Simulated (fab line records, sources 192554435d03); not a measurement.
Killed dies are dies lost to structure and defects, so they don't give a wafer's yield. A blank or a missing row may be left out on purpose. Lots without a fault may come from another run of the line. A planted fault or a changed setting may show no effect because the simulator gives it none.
Split-lot experiment | flow n5_finfet | 7 lots, 21 wafers read, on a route of 1938 steps

THE SPLIT
At N5_BEOL_M7_HM_DEP_02 (deposits TiN, target thk 20 nm), the setting target_thk_a was moved away from the recipe's 200 angstrom on 5 of the 21 wafers read, by +5.7% to +9.3%. The other wafers ran this setting at the recipe's value.

FROM THE SPLIT TO THE READING: what the file shows between them, 6 steps
- N5_BEOL_M7_EXPOSE_08: exposes mask M7 (also split here: dose_mj)
- N5_BEOL_M7_PEB_09: peb time 60 s
- N5_BEOL_M7_DEVELOP_10: develop time 30 s
- N5_BEOL_M7_CD_MEAS_11: target cd 38.5 nm
- N5_BEOL_M7_STRIP_68: strips in N2/H2
- N5_BEOL_M7_STRIP_67: strips in CF4

THE READING
etch.depth_nm (the simulator's own value, which no gauge read), in nm, at N5_BEOL_M7_HM_OPEN_17 (chemistry Cl2/BCl3, target TiN, target depth 20 nm, overetch 6 nm). The file gives no usual value for it. The 16 wafers here that ran the recipe average 19.90 nm, standard deviation 0.21 nm.

wafer  | tool, chamber at the split | target_thk_a as run, angstrom | against the recipe | etch.depth_nm, nm | against lot-mates on the recipe
L086.3 | pvd_sputter-02, -          | 200                           | recipe             | 19.91             | -
L086.4 | pvd_sputter-02, -          | 200                           | recipe             | 19.47             | -
L086.6 | pvd_sputter-02, -          | 200                           | recipe             | 19.95             | -
L088.3 | pvd_sputter-02, -          | 200                           | recipe             | 19.7              | -
L088.4 | pvd_sputter-02, -          | 200                           | recipe             | 20.05             | -
L088.5 | pvd_sputter-02, -          | 200                           | recipe             | 20.11             | -
L087.1 | pvd_sputter-02, -          | 200                           | recipe             | 19.78             | -
L087.3 | pvd_sputter-02, -          | 200                           | recipe             | 19.84             | -
L087.6 | pvd_sputter-02, -          | 200                           | recipe             | 19.73             | -
L090.1 | pvd_sputter-01, -          | 218.6                         | +9.3%              | 21.97             | +1.81
L090.5 | pvd_sputter-01, -          | 200                           | recipe             | 20.16             | -
L090.6 | pvd_sputter-01, -          | 218.6                         | +9.3%              | 21.75             | +1.59
L093.2 | pvd_sputter-02, -          | 211.4                         | +5.7%              | 20.74             | +1.00
L093.4 | pvd_sputter-02, -          | 200                           | recipe             | 19.7              | -
L093.5 | pvd_sputter-02, -          | 200                           | recipe             | 19.77             | -
L096.1 | pvd_sputter-02, -          | 215                           | +7.5%              | 21.89             | +1.53
L096.2 | pvd_sputter-02, -          | 215                           | +7.5%              | 21.82             | +1.46
L096.6 | pvd_sputter-02, -          | 200                           | recipe             | 20.36             | -
L097.4 | pvd_sputter-01, -          | 200                           | recipe             | 19.98             | -
L097.5 | pvd_sputter-01, -          | 200                           | recipe             | 19.87             | -
L097.6 | pvd_sputter-01, -          | 200                           | recipe             | 20.07             | -

THE FIT
A straight line over all 21 wafers: etch.depth_nm changes by +0.222 nm for each +1% of target_thk_a; r = +0.96; the points scatter about the line by 0.24 nm.
The same after taking each lot's own level away (the mean of its wafers on the recipe; 21 wafers): +0.188 nm for each +1%; r = +0.98; scatter 0.13 nm.
On that fit, the largest move of target_thk_a shifts the reading by 1.7 nm.
The lots' own levels span 19.735 to 20.360 nm, that is 3.0 times the standard deviation above.
So the lot-to-lot level changes the slope: the two fits differ.
Check: with one of the wafers moved furthest among these (+9.3%) left out of the fit, the line predicts +1.72 nm for it against its lot-mates. It came out at +1.81 nm against them.

OTHER SPLITS ON THESE WAFERS
These wafers also went through other splits before the reading. Each is held against what the fit with the lots' levels taken away leaves over:
other split on the same wafers | wafers away from the commonest value | r with etch.depth_nm (lot level and that fit taken away)
N5_BEOL_M3_ILD_DEP_00 time_s   | 8                                    | +0.16
N5_BEOL_M4_COAT_62 spin_rpm    | 8                                    | -0.14
N5_BEOL_M4_SPUTTER_94 time_s   | 12                                   | +0.08
N5_BEOL_M5_ETCH_68 bias_w      | 5                                    | +0.29
N5_BEOL_M5_VIA_ETCH_34 bias_w  | 4                                    | -0.03
N5_BEOL_M7_EXPOSE_08 dose_mj   | 6                                    | -0.02

THE WHOLE CHAIN: every reading that the file lists as answering this split, in the file's order
step                  | what it does                                                      | reading                                                                          | change (the file's fit)               | r (the file's)
N5_BEOL_M7_HM_DEP_02  | deposits TiN, target thk 20 nm                                    | TiN_of_BEOL_M7_HM_DEP_02.thk_nm (the simulator's own value, which no gauge read) | +0.183 nm for each +1% of the setting | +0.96
N5_BEOL_M7_HM_OPEN_17 | chemistry Cl2/BCl3, target TiN, target depth 20 nm, overetch 6 nm | etch.depth_nm (the simulator's own value, which no gauge read)                   | +0.187 nm for each +1% of the setting | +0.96

THE FILE'S OWN FIT
etch.depth_nm changes by +0.187 nm for each +1% of target_thk_a, r = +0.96.
